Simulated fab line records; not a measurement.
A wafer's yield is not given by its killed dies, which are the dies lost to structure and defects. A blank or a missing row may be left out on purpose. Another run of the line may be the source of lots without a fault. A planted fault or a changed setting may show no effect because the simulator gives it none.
Matching of chambers | flow nand_harc | cmp-02 running NHARC_A_CHANNEL_FILL_D1_CMP_10: 4 sister chambers
The step polishes, target thk 150 nm. 8 wafers are shown with their chamber, then 8 later ones without.

== WAFERS PAIRED WITH THEIR CHAMBERS ==
wafer  | chamber | time_to_endpoint_s (s) | motor_current_A (A)
L078.3 | 1       | 24                     | 12.0
L084.3 | 1       | 25                     | 11.6
L085.1 | 0       | 13                     | 14.5
L085.6 | 0       | 13                     | 15.1
L087.4 | 2       | 15                     | 13.1
L088.4 | 2       | 18                     | 13.2
L088.6 | 3       | 16                     | 12.9
L090.1 | 3       | 15                     | 12.8

== WAFERS WHOSE CHAMBER IS MISSING ==
wafer  | time_to_endpoint_s (s) | motor_current_A (A)
L090.4 | 11                     | 14.9
L090.5 | 14                     | 12.9
L093.1 | 19                     | 13.1
L093.2 | 15                     | 12.7
L093.4 | 24                     | 12.0
L096.2 | 23                     | 12.6
L096.3 | 16                     | 13.2
L096.5 | 13                     | 14.9

== THE CHAMBER EACH PASSED THROUGH ==
wafer  | from the rows above     | in truth
L090.4 | 0                       | 0
L090.5 | can't be placed: 3 or 2 | 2
L093.1 | can't be placed: 2 or 3 | 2
L093.2 | can't be placed: 3 or 2 | 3
L093.4 | 1                       | 1
L096.2 | 1                       | 1
L096.3 | can't be placed: 2 or 3 | 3
L096.5 | 0                       | 0
Placed correctly: 4 of 8. Unplaceable from these rows: 4, with the true chamber sitting among the candidates in 4. 0 placed wrongly.
How it was worked out, from the rows above alone: a wafer's distance from a chamber is the root of the sum, over the readings, of the square of ((its reading less the chamber's mean) divided by the reading's scatter). If the next closest chamber is less than 2 further off than the closest, the wafer can't be placed; otherwise it belongs to the closest. A chamber's mean is the mean of its shown wafers. The scatter: take each reading less its chamber's mean, square it, sum over the shown wafers, divide by the number of wafers less the number of chambers, and take the root.
